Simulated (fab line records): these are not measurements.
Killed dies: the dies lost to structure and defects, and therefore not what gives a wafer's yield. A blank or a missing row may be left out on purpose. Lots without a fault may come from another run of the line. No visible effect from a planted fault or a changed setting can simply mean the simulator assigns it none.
Matching of chambers ; flow n5-finfet ; N5_BEOL_M2_ILD_DEP_00 on pecvd-03: 3 sister chambers
The step deposits SiOC from DEMS/O2, target thk 79 nm, time 15.3 s. 20 wafers are shown with their chamber, then 10 later ones without.

WAFERS WITH THEIR CHAMBER
wafer;chamber;throttle-valve-pct (%);showerhead-plenum-p-Torr (Torr);heater-power-w (W)
L074.2;0;12.2;5.672;467
L074.3;1;12.0;5.709;495
L074.5;0;11.9;5.678;471
L075.1;2;11.5;5.700;466
L075.3;0;12.3;5.686;436
L075.5;1;11.9;5.711;417
L076.1;0;12.5;5.674;429
L076.4;2;11.5;5.692;474
L076.6;0;12.3;5.696;429
L079.1;1;12.1;5.709;473
L079.2;0;12.2;5.675;450
L079.5;1;11.7;5.717;476
L082.1;0;12.3;5.685;474
L082.3;2;11.6;5.712;457
L082.6;0;12.6;5.686;460
L083.1;0;12.1;5.666;451
L083.2;2;11.3;5.691;441
L083.3;1;11.7;5.718;511
L086.2;1;12.0;5.707;521
L086.4;1;11.8;5.712;512

SIGNATURES (averages over the wafers above)
reading;chamber 0;chamber 1;chamber 2;scatter within a chamber
throttle-valve-pct;12.267;11.886;11.475;0.178
showerhead-plenum-p-Torr;5.67978;5.71186;5.69875;0.00792
heater-power-w;451.89;486.43;459.50;25.1
Rule: for each reading, subtract the chamber's mean from the wafer's reading, divide by that reading's scatter and square the result; add these up over the readings and take the root, which gives the wafer's distance from the chamber. The wafer belongs to the nearest chamber; if the next one is less than 2 further off, it can't be placed. The scatter is the square root of a quotient: the sum, over the shown wafers, of each reading's squared deviation from its chamber's mean, divided by wafers minus chambers.

WAFERS WHOSE CHAMBER IS MISSING
wafer;throttle-valve-pct (%);showerhead-plenum-p-Torr (Torr);heater-power-w (W)
L086.6;12.3;5.676;403
L088.1;11.6;5.709;461
L088.2;12.1;5.664;471
L088.4;12.3;5.673;479
L093.4;12.2;5.681;419
L093.5;11.6;5.704;489
L093.6;12.0;5.719;470
L094.2;11.8;5.716;489
L094.3;11.8;5.710;434
L094.4;11.8;5.713;498

CHAMBER TAKEN BY EACH
wafer;from the rows above;in truth
L086.6;0;0
L088.1;can't be placed: 2 or 1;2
L088.2;0;0
L088.4;0;0
L093.4;0;0
L093.5;can't be placed: 2 or 1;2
L093.6;1;1
L094.2;1;1
L094.3;can't be placed: 1 or 2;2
L094.4;1;1
Placed correctly: 7 of 10. Cannot be placed on the basis of these rows: 3; the candidates contain the true chamber in 3. Placed wrongly: 0.
